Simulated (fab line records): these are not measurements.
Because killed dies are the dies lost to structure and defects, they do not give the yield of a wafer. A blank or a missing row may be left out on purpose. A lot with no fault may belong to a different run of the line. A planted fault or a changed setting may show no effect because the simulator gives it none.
Which tool was responsible?    flow nand harc    13 lots with 39 wafers sampled at 5 steps, on a route of 1302 steps

## WHAT THE GAUGES READ, wafer by wafer
NHARC_A_CONTACT_CD_MEAS_08: target cd 200 nm. Usual: 200.0 nm for cd nm, sd 0.61.
lot   measured      on         cd nm (nm)         flag
L423  day 22 05:01  cd sem-02  200.3 200.1 200.2  
L424  day 22 14:40  cd sem-01  199.3 200.4 199.4  
L427  day 23 16:17  cd sem-03  200.5 199.9 201.1  
L425  day 23 16:31  cd sem-01  199.5 199.3 199.9  
L428  day 23 18:37  cd sem-01  200.2 200.0 199.5  
L426  day 23 22:28  cd sem-02  200.2 200.2 200.7  
L430  day 24 10:25  cd sem-01  200.3 201.0 200.5  
L431  day 25 21:19  cd sem-02  200.1 200.0 199.4  
L432  day 25 22:10  cd sem-03  200.0 199.7 199.8  
L436  day 27 23:34  cd sem-03  200.3 200.6 200.6  
L437  day 28 04:51  cd sem-01  199.4 198.9 199.5  
L445  day 31 05:05  cd sem-01  198.7 199.3 199.1  
L446  day 31 19:05  cd sem-03  200.1 200.2 200.0  

NHARC_A_CONTACT_OVL_MEAS_09. Usual: overlay x nm 0.0 nm, standard deviation 0.73; overlay y nm -0.1 nm, standard deviation 0.84.
lot   measured      on          overlay x nm (nm)  overlay y nm (nm)  flag
L423  day 22 05:06  overlay-01  -0.1 0.2 0.2       0.0 0.5 0.0        
L424  day 22 14:46  overlay-02  -0.4 0.1 -0.5      -0.6 -0.5 -0.7     
L427  day 23 16:23  overlay-02  -0.6 -0.7 -1.2     0.3 0.1 0.4        
L425  day 23 16:36  overlay-02  -1.8 -1.7 -2.0     -0.4 -1.1 -0.7     
L428  day 23 18:42  overlay-02  0.4 -0.2 -0.1      -0.5 -0.5 -0.1     
L426  day 23 22:34  overlay-02  0.6 1.2 1.3        -2.3 -1.3 -1.5     
L430  day 24 10:31  overlay-01  -0.3 -0.1 -0.7     -0.1 -0.5 0.0      
L431  day 25 21:23  overlay-02  1.0 0.6 1.1        -0.1 0.0 -0.1      
L432  day 25 22:15  overlay-02  -0.1 -0.2 -0.2     -0.5 0.1 0.0       
L436  day 27 23:38  overlay-01  0.2 -0.5 0.1       0.3 -0.2 0.0       
L437  day 28 04:56  overlay-01  0.6 -0.1 0.5       -1.0 -1.1 -0.9     
L445  day 31 05:10  overlay-01  0.8 1.0 1.2        -0.3 -0.7 0.2      
L446  day 31 19:10  overlay-01  0.7 0.4 0.3        1.0 0.7 1.2        

NHARC_END_SORT_01. Usual: killed at array 55, standard deviation 19; killed at other 0.6, standard deviation 0.99; killed at periphery 4.2, standard deviation 2.6; killed dies 60, standard deviation 18; killed open 3.4, standard deviation 1.7; killed short 2.3, standard deviation 1.5.
lot   measured      on         killed at array  killed at other  killed at periphery  killed dies  killed open  killed short  flag
L423  day 24 11:37  prober-02  81 67 62         0 1 1            2 2 7                83 70 70     3 3 3        3 4 1         
L424  day 24 19:00  prober-01  76 68 79         0 0 0            3 4 3                79 72 82     3 3 4        1 1 4         
L427  day 25 20:31  prober-02  30 28 19         2 1 4            6 5 2                38 34 25     4 4 1        0 3 0         
L425  day 26 03:31  prober-02  76 80 74         1 1 0            2 4 1                79 85 75     7 2 5        3 5 3         
L428  day 25 19:44  prober-01  68 43 61         1 4 1            6 6 6                75 53 68     2 2 2        3 2 1         
L426  day 26 04:46  prober-01  96 78 100        0 0 0            0 3 1                96 81 101    4 4 2        1 0 4         
L430  day 26 15:56  prober-02  79 77 65         0 0 0            3 6 7                82 83 72     3 2 4        2 2 3         
L431  day 27 22:13  prober-01  41 41 40         2 2 0            3 8 7                46 51 47     2 3 2        4 1 2         
L432  day 28 05:58  prober-01  54 57 66         2 0 0            2 6 3                58 63 69     3 3 2        2 3 2         
L436  day 30 01:19  prober-01  58 67 59         0 0 0            2 2 3                60 69 62     1 4 5        4 3 0         
L437  day 30 09:27  prober-02  41 59 51         1 0 3            4 2 1                46 61 55     3 6 1        1 1 4         
L445  day 33 09:37  prober-01  62 70 46         0 0 0            16 5 10              78 75 56     7 1 0        0 2 2         
L446  day 34 04:44  prober-02  38 41 49         0 0 0            7 10 6               45 51 55     1 4 4        1 2 1         

## WHAT TOOL EACH LOT RAN ON (gives the tool, then ch and the chambers of the sampled wafers, and finally the start)
lot   NHARC_A_CONTACT_SOFTBAKE_03        NHARC_A_CONTACT_ETCH_88
L423  litho track-06 ch 0, day 22 04:00  rie diel-05 ch 0,2,3, day 22 05:17
L424  litho track-04 ch 0, day 22 14:00  rie diel-05 ch 1,2,3, day 22 14:56
L427  litho track-01 ch 0, day 23 15:00  rie diel-05 ch 0,2,3, day 23 16:34
L425  litho track-06 ch 0, day 23 16:00  rie diel-10 ch 1,2,3, day 23 16:47
L428  litho track-01 ch 0, day 23 18:00  rie diel-10 ch 0,2, day 23 18:53
L426  litho track-06 ch 0, day 23 22:00  rie diel-06 ch 0,1,3, day 23 22:45
L430  litho track-01 ch 0, day 24 09:00  rie diel-10 ch 0,1,2, day 24 10:52
L431  litho track-01 ch 0, day 25 20:00  rie diel-05 ch 0,3, day 25 21:34
L432  litho track-06 ch 0, day 25 21:00  rie diel-05 ch 0,1,3, day 25 22:29
L436  litho track-01 ch 0, day 27 23:00  rie diel-10 ch 1,2,3, day 27 23:53
L437  litho track-01 ch 0, day 28 04:00  rie diel-06 ch 0,2,3, day 28 05:07
L445  litho track-06 ch 0, day 31 04:00  rie diel-06 ch 0,1,3, day 31 05:22
L446  litho track-04 ch 0, day 31 18:00  rie diel-05 ch 0,1, day 31 19:50
- NHARC_A_CONTACT_SOFTBAKE_03: time 55 s.
- NHARC_A_CONTACT_ETCH_88: etches the open film in CF4, target depth 39 nm, time 65 s.

## WHAT THE TOOLS THEMSELVES READ (means of the sampled wafers that have a number; where no wafer has one, the mark that the record gives instead)
NHARC_A_CONTACT_SOFTBAKE_03. Usual: 188.44 W for heater power total W, sd 0.13.
lot   tool            heater power total W (W)  flag
L423  litho track-06  188.50                    
L424  litho track-04  188.46                    
L427  litho track-01  188.39                    
L425  litho track-06  188.51                    
L428  litho track-01  188.45                    
L426  litho track-06  188.51                    
L430  litho track-01  188.46                    
L431  litho track-01  188.50                    
L432  litho track-06  188.56                    
L436  litho track-01  323.19                    OFF
L437  litho track-01  323.06                    OFF
L445  litho track-06  188.73                    
L446  litho track-04  188.34                    

NHARC_A_CONTACT_ETCH_88. Usual: bias w 100.02 W, standard deviation 0.29; drypump motor current A 5.8 A, standard deviation 0.5; oes product au 1.004 a.u., standard deviation 0.0097; rf vpp V 151.1 V, standard deviation 1.4; showerhead plenum p Torr 1.76 Torr, standard deviation 0.09; throttle valve pct 13.283 %, standard deviation 0.0093.
lot   tool         bias w (W)  drypump motor current A (A)  oes product au (a.u.)  rf vpp V (V)  showerhead plenum p Torr (Torr)  throttle valve pct (%)  flag
L423  rie diel-05  100.56      6.0                          0.994                  151.5         1.73                             13.281                  
L424  rie diel-05  99.95       5.9                          0.998                  149.4         1.66                             13.282                  
L427  rie diel-05  100.06      6.0                          1.004                  150.7         1.73                             13.277                  
L425  rie diel-10  99.98       5.8                          0.998                  151.9         1.79                             13.289                  
L428  rie diel-10  100.21      5.7                          0.997                  150.3         1.71                             13.280                  
L426  rie diel-06  99.91       5.9                          1.010                  151.1         1.73                             13.279                  
L430  rie diel-10  100.04      6.0                          0.999                  150.3         1.74                             13.286                  
L431  rie diel-05  100.03      5.6                          1.017                  150.3         1.74                             13.295                  
L432  rie diel-05  100.07      5.8                          1.003                  151.7         1.73                             13.279                  
L436  rie diel-10  99.98       5.8                          1.008                  151.0         1.78                             13.277                  
L437  rie diel-06  99.90       5.4                          1.009                  152.4         1.76                             13.292                  
L445  rie diel-06  100.41      5.9                          1.006                  150.6         1.71                             13.273                  
L446  rie diel-05  100.03      5.9                          0.999                  150.4         1.72                             13.288                  

## THE ANSWER, worked out from the rows above alone
Rule: a lot is off if the mean of its wafers that have a number lies more than 3 standard deviations from the usual mean. A lot without any number at a reading at which 4 lots or more have one is off too. All remaining lots with rows at the step are treated as sound. The gauges are gone through in route order, then the tools' own readings, and for those a lot's mean is taken as printed above. At the first step where some lot is off, the reading lying furthest off is the one used; lots without a number count as furthest.
Off: L436, L437 (NHARC_A_CONTACT_SOFTBAKE_03, heater power total W).
A tool fits if, at that step or a process step before it, it ran every lot that is off, and no sound lot after the first of them. One fits: NHARC_A_CONTACT_SOFTBAKE_03 on litho track-01. A fault onset in the window from L431 (day 25 20:00, its last sound lot) to L436 (day 27 23:00, its first lot off) fits.
The tool's own readings at NHARC_A_CONTACT_SOFTBAKE_03 bear it out: on the lots that are off they differ by more than 5 times the standard deviation of the sound lots' means. heater power total W reads 323.12 W there against 188.49 W on the sound lots.

## WHAT HAD BEEN PUT IN BY THE SIMULATOR
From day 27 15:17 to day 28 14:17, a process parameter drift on litho track-01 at NHARC_A_CONTACT_SOFTBAKE_03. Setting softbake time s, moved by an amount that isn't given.
Lots struck among those shown: L436, L437. The rule above found the same.
